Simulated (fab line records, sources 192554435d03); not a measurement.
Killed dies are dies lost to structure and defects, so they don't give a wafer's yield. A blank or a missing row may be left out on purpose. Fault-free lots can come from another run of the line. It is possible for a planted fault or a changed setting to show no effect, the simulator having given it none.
Comparing a struck lot with a sound one + flow n5 finfet + 20 steps out of a route of 1938
Sound: the wafers L261.2, L261.4, L261.6. The struck wafers were L248.1, L248.5, L248.6. The cause comes at the end.
Order at every step that has rows: each side's tool, ch and its chambers, its first start. Under that, the readings that differ: sound wafers + struck wafers + difference of the means + sigmas: that difference in standard deviations of wafers without a fault.
alike: readings whose means differ by less than 2 such deviations, and words and numbers that are the same on both sides. not compared: withheld readings, readings that some wafer has no value for, bounds like >300 that may hide the same value, and numbers for which the record gives no deviation and whose values overlap.
Wherever a step has rows on one side only, a row that says differs or no value, or a row with sigmas, the two part there. Numbers that don't overlap but have no deviation are shown without sigmas and don't part them. A reading that every wafer of one side lacks parts them only if that side has two wafers or more.

first, 9 steps without rows for these wafers: N5_BEOL_M8_DESCUM_16 (chemistry O2, time 7.9 s); N5_BEOL_M8_ETCH_61 (etches SiARC in CF4, target depth 45.5 nm, time 75.8 s); N5_BEOL_M8_ETCH_62 (etches SOC in N2/H2, target depth 110 nm, overetch 22 nm, time 165 s); N5_BEOL_M8_STRIP_68 (strips in N2/H2); N5_BEOL_M8_STRIP_67 (strips in CF4); N5_BEOL_M8_HM_OPEN_17 (chemistry Cl2/BCl3, target TiN, target depth 20 nm, overetch 6 nm); N5_BEOL_M8_STRIP_19 (strips in O2); N5_BEOL_M8_COAT_63 (time 60 s, resist thk 60 nm); N5_BEOL_M8_COAT_64 (time 60 s, resist thk 12 nm).
N5_BEOL_M8_COAT_71: time 60 s, resist thk 5 nm.
  sound on litho track-01 ch 0, day 16 12:11; struck on litho track-01 ch 0, day 12 17:08
| reading              | sound                | struck               | difference | sigmas |
|----------------------|----------------------|----------------------|------------|--------|
| spin speed rpm (rpm) | 1497.3 1498.6 1499.0 | 1578.0 1578.5 1577.0 | +79.5      | +84    |
  alike: exhaust pa
then, 7 steps without rows for these wafers: N5_BEOL_M8_COAT_22 (resist thk 30 nm); N5_BEOL_M8_EBR_24; N5_BEOL_M8_SOFTBAKE_23 (time 60 s); N5_BEOL_M8_EXPOSE_25 (exposes mask V7, target cd 40 nm); N5_BEOL_M8_PEB_26 (peb time 60 s); N5_BEOL_M8_DEVELOP_27 (develop time 30 s); N5_BEOL_M8_DESCUM_33 (chemistry O2, time 7 s).
N5_BEOL_M8_ETCH_72: etches underlayer in N2/H2, target depth 6.5 nm, time 5.2 s.
  sound on rie diel-01 ch 2,3, day 16 12:46; struck on rie diel-01 ch 1,2, day 12 17:51
| reading                  | sound             | struck            | difference | sigmas |
|--------------------------|-------------------|-------------------|------------|--------|
| throttle valve pct (%)   | 17.03 17.61 17.05 | 17.56 18.23 17.55 | +0.55      | +2     |
| model.etch.depth nm (nm) | 4.985 4.992 4.997 | 4.884 4.87 4.866  | -0.118     |        |
  alike: drypump motor current A, etch rf on time s, n2 flow sccm, oes product au, rf vpp V, showerhead plenum p Torr
  not compared: rf hours counter h
then, 1 step without rows for these wafers: N5_BEOL_M8_ETCH_65 (etches SiARC in CF4, target depth 15.6 nm, time 26 s).
-- here the record skips 3 days between the struck wafers' starts before and after, leaving off in module BEOL_M8 and picking up in module PASSIVATION (first step shown: number 1936 of the route) --
N5_PASSIVATION_PROBE_49:
  sound: prober-02 at day 19 11:15; struck: prober-02 at day 15 17:36
  alike: defect limited yield, killed_at_M0_to_M3, killed_at_M4_up, killed at contacts, killed at front end, killed at other, killed dies, killed open, killed short, sort_bin_5_function, sort_bin_6_memory, sort_bin_8_speed, sort n pass, sort yield pct

WHERE THEY PART
At N5_BEOL_M8_COAT_71 first; at N5_BEOL_M8_ETCH_72 last (within this record only). Later steps at which nothing parts them and some readings are alike: N5_PASSIVATION_PROBE_49.

WHY: what had been put in by the simulator
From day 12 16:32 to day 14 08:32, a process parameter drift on litho track-01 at N5_BEOL_M8_COAT_71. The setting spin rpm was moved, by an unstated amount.
